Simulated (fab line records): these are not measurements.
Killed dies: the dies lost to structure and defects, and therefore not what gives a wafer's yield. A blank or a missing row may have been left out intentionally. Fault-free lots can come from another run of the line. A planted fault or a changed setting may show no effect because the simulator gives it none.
fab line records    flow n5Finfet
record: lots: 7  wafers: 21
route steps=1938 shown BEOL_M3@959 BEOL_M4@1028 BEOL_M5@1118 BEOL_M6@1239 BEOL_M7@1280 BEOL_M8@1358
startH: the number of hours between the record's first day and the start of the first shown wafer of the lot    waitH: hours from the lot's prior step to this one    " identical to the entry in the row above    L1.1+2: one row covering several wafers at once    - value missing, or start not given    * or withheld: withheld    < > ~ a bound
route shown NAME@n: a module of which the file shows steps, and the number in the route of the first    usual: mean/standard deviation taken from wafers without a fault    same: alike in all rows    chamber/n: place in a boat    sites: the reading at each site    _std_site: the values' standard deviation    _edge_site: outer sites' mean less inner sites'    radiusMm: how far each site lies from the wafer's centre    mask NAME#n: copy n    behind: the tool/chamber that last shaped the wafer    hold: what put the lot on hold/how long, in hours/how the hold closed    device: transistor that didn't switch, given as n, p or np    end of line: tests of these same wafers at the route's end    a step without rows: its recipe alone    killed: dies that structure and defects cost at the first sort, which is not the same as the wafer's yield    map: per-die view of a wafer (x killed, . not killed, _ where there is no die)
set.NAME: the setting that was run; set.NAME@STEP: the one run at that earlier step    model.NAME: the simulator's own value behind a step, which no gauge read
one table per step and one row per wafer, for lots whose settings were changed on purpose
== steps ==
step: N5_BEOL_M3_COAT_76
recipe: resist: underlayer  tempC: 205  timeS: 60  spinRpm: 1500  resistThkNm: 5
lot.wafer   tool           chamber  startH  waitH  set.spinRpm
L077.2+4+5  lithoTrack-04  0        -       -      1500
L079.1+5+6  lithoTrack-04  0        -       -      1447
L082.1+2+5  lithoTrack-04  0        -       -      1500
L085.1      lithoTrack-03  0        -       -      1412
L085.5+6    "              0        "       "      1500
L089.1+6    lithoTrack-03  0        -       -      1424
L089.2      "              0        "       "      1500
L093.4+5+6  lithoTrack-03  0        -       -      1500
L095.1      lithoTrack-03  0        -       -      1500
L095.2+4    "              0        "       "      1376
step: N5_BEOL_M3_COAT_22
recipe: resist: CAR-EUV  spinRpm: 1500  resistThkNm: 30
step: N5_BEOL_M3_EBR_24
recipe: solvent: PGMEA  ebrWidthMm: 1.5
step: N5_BEOL_M3_DESCUM_33
recipe: chemistry: O2  timeS: 7  sourcePowerW: 50  biasPowerW: 20  pressureMtorr: 20  rfFrequencyHz: 2.712e+07  tempC: 40  resist: CAR-EUV  o2FlowSccm: 225
step: N5_BEOL_M3_ETCH_77
recipe: chemistry: N2/H2  target: underlayer  targetDepthA: 65  maskMaterial: CAR-EUV  timeS: 5.2  ionEnergyEv: 200  pressureMtorr: 30  sourceW: 840  biasW: 150  n2FlowSccm: 200  h2FlowSccm: 200  ends: cleared
lot.wafer  tool        chamber  startH  waitH  set.spinRpm@BEOL_M3_COAT_76  model.etch.depthNm
L077.2     rieDiel-04  2        180.39  0.0    1500                         4.989
L077.4     "           1        "       "      1500                         5.016
L077.5     "           2        "       "      1500                         5.01
L079.1     rieDiel-03  3        189.59  0.0    1447                         5.116
L079.5     "           3        "       "      1447                         5.112
L079.6     "           2        "       "      1447                         5.095
L082.1     rieDiel-02  0        195.88  0.0    1500                         5.005
L082.2     "           3        "       "      1500                         4.993
L082.5     "           0        "       "      1500                         5.007
L085.1     rieDiel-03  2        212.27  0.0    1412                         5.162
L085.5     "           3        "       "      1500                         5.01
L085.6     "           2        "       "      1500                         5
L089.1     rieDiel-03  2        234.49  0.0    1424                         5.118
L089.2     "           1        "       "      1500                         4.969
L089.6     "           3        "       "      1424                         5.099
L093.4     rieDiel-04  2        257.13  0.0    1500                         4.978
L093.5     "           0        "       "      1500                         4.988
L093.6     "           3        "       "      1500                         4.979
L095.1     rieDiel-04  0        282.08  0.0    1500                         5.003
L095.2     "           1        "       "      1376                         5.21
L095.4     "           3        "       "      1376                         5.222
step: N5_BEOL_M3_TRENCH_ETCH_37
recipe: chemistry: C4F6/O2  targetDepthA: 555.55  target: SiOC  timeS: 29.2  ionEnergyEv: 250  pressureMtorr: 30  sourceW: 355  biasW: 185  Ar_flow_sccm: 300  C4F6_flow_sccm: 10  O2_flow_sccm: 10
lot.wafer  tool        chamber  startH  waitH  set.timeS  model.BEOL_M3.featureDepthNm  model.etch.depthNm
L077.2     rieDiel-03  3        -       -      29.2       54.6                          54.67
L077.4     "           0        "       "      29.2       55.8                          55.73
L077.5     "           2        "       "      25.65      48.6                          48.6
L079.1     rieDiel-04  3        -       -      31.95      60                            60.06
L079.5     "           0        "       "      29.2       54.8                          54.75
L079.6     "           3        "       "      31.95      60.4                          60.45
L082.1     rieDiel-03  3        -       -      29.2       54.8                          54.8
L082.2     "           0        "       "      29.2       55.2                          55.19
L082.5     "           2        "       "      29.2       55                            55.04
L085.1     rieDiel-02  0        -       -      29.2       55.2                          55.11
L085.5     "           3        "       "      29.2       56.2                          56.21
L085.6     "           2        "       "      29.2       55.4                          55.48
L089.1     rieDiel-04  0        -       -      26.04      48.4                          48.38
L089.2     "           2        "       "      26.04      49.4                          49.47
L089.6     "           2        "       "      29.2       55.6                          55.63
L093.4     rieDiel-02  1        -       -      29.2       56.8                          56.77
L093.5     "           0        "       "      29.2       55.2                          55.11
L093.6     "           3        "       "      29.2       56                            55.95
L095.1     rieDiel-02  0        -       -      29.2       55.4                          55.49
L095.2     "           1        "       "      31         60.4                          60.41
L095.4     "           1        "       "      31         60                            60.1
step: N5_BEOL_M3_ETCH_41
recipe: chemistry: CH3F/O2  target: SiCN  targetDepthA: 299  taperDeg: 2  timeS: 52.5  ionEnergyEv: 120  maskMaterial: TiN  pressureMtorr: 30  sourceW: 395  biasW: 75  Ar_flow_sccm: 150  CH3F_flow_sccm: 30  O2_flow_sccm: 20
step: N5_BEOL_M3_STRIP_97
recipe: chemistry: N2/H2  timeS: 10  powerW: 450  tempC: 40  pressureMtorr: 20  rfFrequencyHz: 6e+07  biasPowerW: 7  n2FlowSccm: 200  h2FlowSccm: 200
step: N5_BEOL_M3_OCD_MEAS_38
usual: trenchDepthNm: 55.3/0.92
lot.wafer  tool    chamber  startH  waitH  set.timeS@BEOL_M3_TRENCH_ETCH_37  trenchDepthNm
L077.2     ocd-02  -        181.87  -      29.2                              54.8
L077.4     "       -        "       "      29.2                              55.6
L077.5     "       -        "       "      25.65                             49.2
L079.1     ocd-02  -        195.36  -      31.95                             59.8
L079.5     "       -        "       "      29.2                              54.2
L079.6     "       -        "       "      31.95                             60.2
L082.1     ocd-01  -        199.56  -      29.2                              54.5
L082.2     "       -        "       "      29.2                              55.0
L082.5     "       -        "       "      29.2                              54.6
L085.1     ocd-01  -        214.03  -      29.2                              55.3
L085.5     "       -        "       "      29.2                              56.3
L085.6     "       -        "       "      29.2                              55.9
L089.1     ocd-01  -        242.46  -      26.04                             48.5
L089.2     "       -        "       "      26.04                             49.6
L089.6     "       -        "       "      29.2                              56.1
L093.4     ocd-02  -        263.95  -      29.2                              56.4
L093.5     "       -        "       "      29.2                              54.7
L093.6     "       -        "       "      29.2                              56.2
L095.1     ocd-01  -        300.00  -      29.2                              55.5
L095.2     "       -        "       "      31                                60.4
L095.4     "       -        "       "      31                                60.3
step: N5_BEOL_M4_COAT_05
recipe: resist: CAR-EUV  spinRpm: 1500  resistThkNm: 30
lot.wafer   tool           chamber  startH  waitH  set.spinRpm  model.CAR-EUV_of_BEOL_M4_COAT_05.thkNm
L077.2      lithoTrack-05  0        -       -      1605         29.2
L077.4      "              0        "       "      1500         30
L077.5      "              0        "       "      1500         30.2
L079.1+5    lithoTrack-02  0        -       -      1500         30
L079.6      "              0        "       "      1500         29.8
L082.1      lithoTrack-03  0        -       -      1500         30.2
L082.2+5    "              0        "       "      1500         30
L085.1+5+6  lithoTrack-02  0        -       -      1500         30
L089.1      lithoTrack-05  0        -       -      1500         30
L089.2+6    "              0        "       "      1660         28.6
L093.4+6    lithoTrack-02  0        -       -      1453         30.4
L093.5      "              0        "       "      1500         30
L095.1+4    lithoTrack-05  0        -       -      1500         30
L095.2      "              0        "       "      1500         30.2
step: N5_BEOL_M4_EBR_07
recipe: solvent: PGMEA  ebrWidthMm: 1.5
step: N5_BEOL_M4_SOFTBAKE_06
recipe: tempC: 110  timeS: 60  resist: CAR-EUV
step: N5_BEOL_M4_DESCUM_16
recipe: chemistry: O2  timeS: 7  sourcePowerW: 50  biasPowerW: 20  pressureMtorr: 20  rfFrequencyHz: 2.712e+07  tempC: 40  resist: CAR-EUV  o2FlowSccm: 225
lot.wafer   tool        chamber  startH  waitH  set.spinRpm@BEOL_M4_COAT_05  model.CAR-EUV_of_BEOL_M4_COAT_05.thkNm
L077.2      rieDiel-06  3        187.51  0.0    1605                         25.2
L077.4+5    "           0,3      "       "      1500                         26.2
L079.1+5+6  rieDiel-05  1,3,0    201.15  0.0    1500                         26
L082.1+2    rieDiel-05  3,0      205.58  0.0    1500                         26.2
L082.5      "           0        "       "      1500                         26
L085.1+5+6  rieDiel-06  2,1,2    220.27  0.0    1500                         26
L089.1      rieDiel-01  1        247.43  0.0    1500                         26
L089.2+6    "           0,3      "       "      1660                         24.6
L093.4+6    rieDiel-01  0,3      271.51  0.1    1453                         26.6
L093.5      "           2        "       "      1500                         26
L095.1+4    rieDiel-01  3,2      307.66  0.1    1500                         26
L095.2      "           1        "       "      1500                         26.2
step: N5_BEOL_M5_COAT_60
recipe: resist: SiARC  tempC: 220  timeS: 60  spinRpm: 1500  resistThkNm: 12
lot.wafer   tool           chamber  startH  waitH  set.spinRpm  model.SiARC_of_BEOL_M5_COAT_60.thkNm
L077.2+5    lithoTrack-05  0        -       -      1500         12
L077.4      "              0        "       "      1606         11.6
L079.1+5+6  lithoTrack-05  0        -       -      1500         12
L082.1+2+5  lithoTrack-04  0        -       -      1500         12
L085.1+5+6  lithoTrack-04  0        -       -      1500         12
L089.1      lithoTrack-04  0        -       -      1340         12.8
L089.2+6    "              0        "       "      1500         12
L093.4+5    lithoTrack-05  0        -       -      1500         12
L093.6      "              0        "       "      1585         11.6
L095.1      lithoTrack-01  0        -       -      1411         12.4
L095.2+4    "              0        "       "      1500         12
step: N5_BEOL_M5_COAT_05
recipe: resist: CAR-EUV  spinRpm: 1500  resistThkNm: 30
lot.wafer   tool           chamber  startH  waitH  set.spinRpm  model.CAR-EUV_of_BEOL_M5_COAT_05.thkNm
L077.2      lithoTrack-05  0        -       -      1500         30.2
L077.4      "              0        "       "      1500         30
L077.5      "              0        "       "      1656         28.6
L079.1      lithoTrack-05  0        -       -      1500         30
L079.5      "              0        "       "      1500         30.2
L079.6      "              0        "       "      1358         31.4
L082.1+2+5  lithoTrack-04  0        -       -      1500         30
L085.1      lithoTrack-04  0        -       -      1500         30
L085.5      "              0        "       "      1378         31.2
L085.6      "              0        "       "      1378         31.4
L089.1+6    lithoTrack-04  0        -       -      1500         30
L089.2      "              0        "       "      1500         30.2
L093.4      lithoTrack-05  0        -       -      1593         29
L093.5+6    "              0        "       "      1500         30
L095.1      lithoTrack-01  0        -       -      1634         28.8
L095.2+4    "              0        "       "      1500         30
step: N5_BEOL_M5_EBR_07
recipe: solvent: PGMEA  ebrWidthMm: 1.5
step: N5_BEOL_M5_SOFTBAKE_06
recipe: tempC: 110  timeS: 60  resist: CAR-EUV
step: N5_BEOL_M5_EXPOSE_08
recipe: maskId: M5  na: 0.33  sourceShape: annular  sigmaInner: 0.4  sigmaOuter: 0.8  polarization: unpolarized  targetCdNm: 28  doseMj: 35.75
step: N5_BEOL_M5_PEB_09
recipe: pebTempC: 100  pebTimeS: 60  resist: CAR-EUV
step: N5_BEOL_M5_DEVELOP_10
recipe: developTimeS: 30  developer: TMAH  resist: CAR-EUV  rinseLiquid: surfactantRinse  dry: airSpin  devTempC: 23
lot.wafer   tool           chamber  startH  waitH  set.spinRpm@BEOL_M5_COAT_05  model.CAR-EUV_of_BEOL_M5_COAT_05.thkNm
L077.2      lithoTrack-04  0        -       -      1500                         29.8
L077.4      "              0        "       "      1500                         29.6
L077.5      "              0        "       "      1656                         28.2
L079.1+5    lithoTrack-01  0        -       -      1500                         29.6
L079.6      "              0        "       "      1358                         31
L082.1+2    lithoTrack-05  0        -       -      1500                         29.4
L082.5      "              0        "       "      1500                         29.6
L085.1      lithoTrack-05  0        -       -      1500                         29.6
L085.5+6    "              0        "       "      1378                         30.8
L089.1+2+6  lithoTrack-04  0        -       -      1500                         29.6
L093.4      lithoTrack-05  0        -       -      1593                         28.6
L093.5      "              0        "       "      1500                         29.6
L093.6      "              0        "       "      1500                         29.4
L095.1      lithoTrack-05  0        -       -      1634                         28.2
L095.2+4    "              0        "       "      1500                         29.6
step: N5_BEOL_M5_DESCUM_16
recipe: chemistry: O2  timeS: 7  sourcePowerW: 50  biasPowerW: 20  pressureMtorr: 20  rfFrequencyHz: 2.712e+07  tempC: 40  resist: CAR-EUV  o2FlowSccm: 225
step: N5_BEOL_M5_ETCH_72
recipe: chemistry: N2/H2  target: underlayer  targetDepthA: 65  maskMaterial: CAR-EUV  timeS: 5.2  ionEnergyEv: 200  pressureMtorr: 30  sourceW: 840  biasW: 150  n2FlowSccm: 200  h2FlowSccm: 200  ends: cleared
step: N5_BEOL_M5_ETCH_61
recipe: chemistry: CF4  target: SiARC  targetDepthA: 156  maskMaterial: CAR-EUV  timeS: 26  ionEnergyEv: 80  pressureMtorr: 40  sourceW: 545  biasW: 36  Ar_flow_sccm: 100  cf4FlowSccm: 100  ends: cleared
lot.wafer  tool        chamber  startH  waitH  set.spinRpm@BEOL_M5_COAT_60  model.etch.depthNm
L077.2     rieDiel-04  2        199.08  0.0    1500                         12
L077.4     "           0        "       "      1606                         11.6
L077.5     "           0        "       "      1500                         12.02
L079.1     rieDiel-03  1        220.69  0.0    1500                         12.04
L079.5     "           0        "       "      1500                         12.06
L079.6     "           1        "       "      1500                         12.05
L082.1     rieDiel-03  0        223.92  0.0    1500                         12.01
L082.2     "           2        "       "      1500                         11.98
L082.5     "           2        "       "      1500                         12
L085.1     rieDiel-02  2        229.67  0.0    1500                         12.01
L085.5     "           3        "       "      1500                         12
L085.6     "           2        "       "      1500                         11.97
L089.1     rieDiel-04  3        267.30  0.0    1340                         12.72
L089.2     "           2        "       "      1500                         12
L089.6     "           0        "       "      1500                         11.98
L093.4     rieDiel-02  0        284.15  0.0    1500                         12.02
L093.5     "           3        "       "      1500                         12.01
L093.6     "           0        "       "      1585                         11.68
L095.1     rieDiel-04  2        319.55  0.0    1411                         12.37
L095.2     "           3        "       "      1500                         12.02
L095.4     "           3        "       "      1500                         11.99
step: N5_BEOL_M6_TRENCH_ETCH_37
recipe: chemistry: C4F6/O2  targetDepthA: 944.35  target: SiCOH_lowk  timeS: 31.5  ionEnergyEv: 250  pressureMtorr: 30  sourceW: 345  biasW: 185  Ar_flow_sccm: 300  C4F6_flow_sccm: 10  O2_flow_sccm: 10
lot.wafer  tool        chamber  startH  waitH  set.sourceW  model.etch.depthNm  model.BEOL_M6.featureDepthNm
L077.2     rieDiel-05  0        -       -      345          94.45               94.4
L077.4     "           1        "       "      345          93.2                93.2
L077.5     "           0        "       "      386.7        98.72               98.8
L079.1     rieDiel-06  2        -       -      345          95.73               95.8
L079.5     "           2        "       "      386.9        99.58               99.6
L079.6     "           3        "       "      386.9        97.63               97.6
L082.1     rieDiel-06  1        -       -      345          94.41               94.4
L082.2     "           2        "       "      345          96.44               96.4
L082.5     "           2        "       "      345          96                  96
L085.1     rieDiel-01  2        -       -      345          95.56               95.6
L085.5     "           2        "       "      345          94.84               94.8
L085.6     "           3        "       "      318          90.89               90.8
L089.1     rieDiel-06  1        -       -      381.7        98.71               98.8
L089.2     "           3        "       "      381.7        98.73               98.8
L089.6     "           0        "       "      345          95.37               95.4
L093.4     rieDiel-01  0        -       -      345          94.41               94.4
L093.5     "           2        "       "      393.5        100.7               100.6
L093.6     "           1        "       "      345          93.84               93.8
L095.1     rieDiel-01  1        -       -      345          92.86               92.8
L095.2     "           2        "       "      366.4        98.38               98.4
L095.4     "           3        "       "      366.4        96.64               96.6
step: N5_BEOL_M6_ETCH_41
recipe: chemistry: CH3F/O2  target: SiCN  targetDepthA: 297  taperDeg: 2  timeS: 52  ionEnergyEv: 120  maskMaterial: TiN  pressureMtorr: 30  sourceW: 395  biasW: 75  Ar_flow_sccm: 150  CH3F_flow_sccm: 30  O2_flow_sccm: 20
step: N5_BEOL_M6_STRIP_80
recipe: chemistry: N2/H2  timeS: 10  powerW: 450  tempC: 40  pressureMtorr: 20  rfFrequencyHz: 6e+07  biasPowerW: 7  n2FlowSccm: 200  h2FlowSccm: 200
step: N5_BEOL_M6_OCD_MEAS_38
usual: trenchDepthNm: 94.5/1.2
lot.wafer  tool    chamber  startH  waitH  set.sourceW@BEOL_M6_TRENCH_ETCH_37  trenchDepthNm
L077.2     ocd-01  -        213.83  -      345                                 94.3
L077.4     "       -        "       "      345                                 93.4
L077.5     "       -        "       "      386.7                               99.0
L079.1     ocd-01  -        234.20  -      345                                 96.1
L079.5     "       -        "       "      386.9                               99.5
L079.6     "       -        "       "      386.9                               97.7
L082.1     ocd-01  -        241.71  -      345                                 94.6
L082.2     "       -        "       "      345                                 96.3
L082.5     "       -        "       "      345                                 96.0
L085.1     ocd-02  -        244.91  -      345                                 95.0
L085.5     "       -        "       "      345                                 95.0
L085.6     "       -        "       "      318                                 90.2
L089.1     ocd-02  -        280.75  -      381.7                               98.7
L089.2     "       -        "       "      381.7                               98.7
L089.6     "       -        "       "      345                                 95.3
L093.4     ocd-01  -        303.52  -      345                                 94.7
L093.5     "       -        "       "      393.5                               100.2
L093.6     "       -        "       "      345                                 93.2
L095.1     ocd-02  -        341.48  -      345                                 92.8
L095.2     "       -        "       "      366.4                               98.3
L095.4     "       -        "       "      366.4                               97.1
step: N5_BEOL_M7_ETCH_61
recipe: chemistry: CF4  target: SiARC  targetDepthA: 455  maskMaterial: CAR-ArF  timeS: 75.8  ionEnergyEv: 80  pressureMtorr: 40  sourceW: 545  biasW: 36  Ar_flow_sccm: 100  cf4FlowSccm: 100  ends: cleared
usual: etchRfOnTimeS: 76.0/1.5  rfVppV: 183.9/1.1
lot.wafer  tool        chamber  startH  waitH  set.sourceW  etchRfOnTimeS  rfVppV
L077.2     rieDiel-02  3        218.63  0.0    501.2        78.1           187.6
L077.4     "           0        "       "      545          76.6           184.0
L077.5     "           3        "       "      545          72.9           183.0
L079.1     rieDiel-03  2        242.25  0.0    484.7        85.3           191.2
L079.5     "           2        "       "      545          76.5           183.7
L079.6     "           1        "       "      484.7        83.1           191.2
L082.1     rieDiel-03  1        246.77  0.0    545          75.4           183.6
L082.2     "           2        "       "      545          77.0           182.4
L082.5     "           2        "       "      545          77.4           182.6
L085.1     rieDiel-04  3        250.88  0.0    514.9        82.1           189.3
L085.5     "           0        "       "      545          77.9           183.5
L085.6     "           3        "       "      545          78.6           186.5
L089.1     rieDiel-02  0        286.97  0.0    545          75.5           185.0
L089.2     "           1        "       "      545          74.1           183.1
L089.6     "           0        "       "      545          75.9           184.8
L093.4     rieDiel-04  2        308.24  0.0    545          76.4           184.0
L093.5     "           1        "       "      623.5        67.8           175.6
L093.6     "           3        "       "      545          77.9           186.7
L095.1     rieDiel-03  1        349.00  0.0    452.2        88.7           196.5
L095.2     "           0        "       "      545          76.7           183.2
L095.4     "           2        "       "      545          75.9           182.7
step: N5_BEOL_M7_COAT_71
recipe: resist: underlayer  tempC: 205  timeS: 60  spinRpm: 1500  resistThkNm: 5
lot.wafer   tool           chamber  startH  waitH  set.spinRpm
L077.2+4+5  lithoTrack-01  0        -       -      1339
L079.1      lithoTrack-02  0        -       -      1500
L079.5+6    "              0        "       "      1550
L082.1+2+5  lithoTrack-01  0        -       -      1500
L085.1+5    lithoTrack-01  0        -       -      1500
L085.6      "              0        "       "      1341
L089.1      lithoTrack-01  0        -       -      1500
L089.2+6    "              0        "       "      1413
L093.4      lithoTrack-01  0        -       -      1602
L093.5+6    "              0        "       "      1500
L095.1+4    lithoTrack-01  0        -       -      1500
L095.2      "              0        "       "      1370
step: N5_BEOL_M7_COAT_22
recipe: resist: CAR-EUV  spinRpm: 1500  resistThkNm: 30
step: N5_BEOL_M7_EBR_24
recipe: solvent: PGMEA  ebrWidthMm: 1.5
step: N5_BEOL_M7_DESCUM_33
recipe: chemistry: O2  timeS: 7  sourcePowerW: 50  biasPowerW: 20  pressureMtorr: 20  rfFrequencyHz: 2.712e+07  tempC: 40  resist: CAR-EUV  o2FlowSccm: 225
step: N5_BEOL_M7_ETCH_72
recipe: chemistry: N2/H2  target: underlayer  targetDepthA: 65  maskMaterial: CAR-EUV  timeS: 5.2  ionEnergyEv: 200  pressureMtorr: 30  sourceW: 840  biasW: 150  n2FlowSccm: 200  h2FlowSccm: 200  ends: cleared
lot.wafer  tool        chamber  startH  waitH  set.spinRpm@BEOL_M7_COAT_71  model.CAR-EUV_of_BEOL_M7_COAT_22.thkNm  model.etch.depthNm
L077.2     rieDiel-04  1        220.24  0.0    1339                         20                                      5.292
L077.4     "           2        "       "      1339                         20                                      5.289
L077.5     "           1        "       "      1339                         20                                      5.28
L079.1     rieDiel-03  1        243.60  0.0    1500                         20.4                                    4.992
L079.5     "           1        "       "      1550                         20.6                                    4.919
L079.6     "           0        "       "      1550                         20.6                                    4.927
L082.1     rieDiel-03  1        249.35  0.0    1500                         20.4                                    5.014
L082.2     "           0        "       "      1500                         20.4                                    4.992
L082.5     "           0        "       "      1500                         20.6                                    5.002
L085.1     rieDiel-03  0        252.20  0.0    1500                         20.6                                    4.996
L085.5     "           3        "       "      1500                         20.4                                    5.006
L085.6     "           2        "       "      1341                         20                                      5.309
L089.1     rieDiel-02  2        292.95  0.0    1500                         20.4                                    5.007
L089.2     "           3        "       "      1413                         20.2                                    5.181
L089.6     "           0        "       "      1413                         20.2                                    5.173
L093.4     rieDiel-02  3        309.63  0.0    1602                         20.4                                    4.865
L093.5     "           2        "       "      1500                         20.2                                    5.019
L093.6     "           1        "       "      1500                         20.2                                    5.044
L095.1     rieDiel-04  2        350.82  0.0    1500                         20.2                                    5.001
L095.2     "           0        "       "      1370                         20                                      5.23
L095.4     "           2        "       "      1500                         20.2                                    4.986
step: N5_BEOL_M8_COAT_71
recipe: resist: underlayer  tempC: 205  timeS: 60  spinRpm: 1500  resistThkNm: 5
lot.wafer   tool           chamber  startH  waitH  set.spinRpm
L077.2+5    lithoTrack-03  0        -       -      1500
L077.4      "              0        "       "      1389
L079.1+5    lithoTrack-04  0        -       -      1596
L079.6      "              0        "       "      1500
L082.1+2+5  lithoTrack-01  0        -       -      1500
L085.1      lithoTrack-01  0        -       -      1383
L085.5+6    "              0        "       "      1500
L089.1+2+6  lithoTrack-03  0        -       -      1500
L093.4+5+6  lithoTrack-03  0        -       -      1500
L095.1+2+4  lithoTrack-03  0        -       -      1500
== key ==
split: step: N5_BEOL_M3_COAT_76  setting: spinRpm  stated: 1500  by: wafer
response: step: N5_BEOL_M3_ETCH_77  reading: model.etch.depthNm  change: -0.0264  per: 1%  r: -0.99
split: step: N5_BEOL_M3_TRENCH_ETCH_37  setting: timeS  stated: 29.2  by: wafer
response: step: N5_BEOL_M3_TRENCH_ETCH_37  reading: model.BEOL_M3.featureDepthNm  change: +0.595  per: 1%  r: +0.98
response: step: N5_BEOL_M3_TRENCH_ETCH_37  reading: model.etch.depthNm  change: +0.598  per: 1%  r: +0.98
response: step: N5_BEOL_M3_OCD_MEAS_38  reading: trenchDepthNm  change: +0.598  per: 1%  r: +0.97
split: step: N5_BEOL_M4_COAT_05  setting: spinRpm  stated: 1500  by: wafer
response: step: N5_BEOL_M4_COAT_05  reading: model.CAR-EUV_of_BEOL_M4_COAT_05.thkNm  change: -0.13  per: 1%  r: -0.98
response: step: N5_BEOL_M4_DESCUM_16  reading: model.CAR-EUV_of_BEOL_M4_COAT_05.thkNm  change: -0.138  per: 1%  r: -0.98
split: step: N5_BEOL_M5_COAT_60  setting: spinRpm  stated: 1500  by: wafer
response: step: N5_BEOL_M5_COAT_60  reading: model.SiARC_of_BEOL_M5_COAT_60.thkNm  change: -0.0693  per: 1%  r: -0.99
response: step: N5_BEOL_M5_ETCH_61  reading: model.etch.depthNm  change: -0.0641  per: 1%  r: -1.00
split: step: N5_BEOL_M5_COAT_05  setting: spinRpm  stated: 1500  by: wafer
response: step: N5_BEOL_M5_COAT_05  reading: model.CAR-EUV_of_BEOL_M5_COAT_05.thkNm  change: -0.145  per: 1%  r: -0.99
response: step: N5_BEOL_M5_DEVELOP_10  reading: model.CAR-EUV_of_BEOL_M5_COAT_05.thkNm  change: -0.148  per: 1%  r: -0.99
split: step: N5_BEOL_M6_TRENCH_ETCH_37  setting: sourceW  stated: 345  by: wafer
response: step: N5_BEOL_M6_TRENCH_ETCH_37  reading: model.etch.depthNm  change: +0.404  per: 1%  r: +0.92
response: step: N5_BEOL_M6_TRENCH_ETCH_37  reading: model.BEOL_M6.featureDepthNm  change: +0.406  per: 1%  r: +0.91
response: step: N5_BEOL_M6_OCD_MEAS_38  reading: trenchDepthNm  change: +0.403  per: 1%  r: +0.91
split: step: N5_BEOL_M7_ETCH_61  setting: sourceW  stated: 545  by: wafer
response: step: N5_BEOL_M7_ETCH_61  reading: etchRfOnTimeS  change: *  per: 1%  r: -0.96
response: step: N5_BEOL_M7_ETCH_61  reading: rfVppV  change: -0.716  per: 1%  r: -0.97
split: step: N5_BEOL_M7_COAT_71  setting: spinRpm  stated: 1500  by: wafer
response: step: N5_BEOL_M7_ETCH_72  reading: model.CAR-EUV_of_BEOL_M7_COAT_22.thkNm  change: +0.0367  per: 1%  r: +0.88
response: step: N5_BEOL_M7_ETCH_72  reading: model.etch.depthNm  change: -0.0275  per: 1%  r: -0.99
split: step: N5_BEOL_M8_COAT_71  setting: spinRpm  stated: 1500  by: wafer
response none in this file
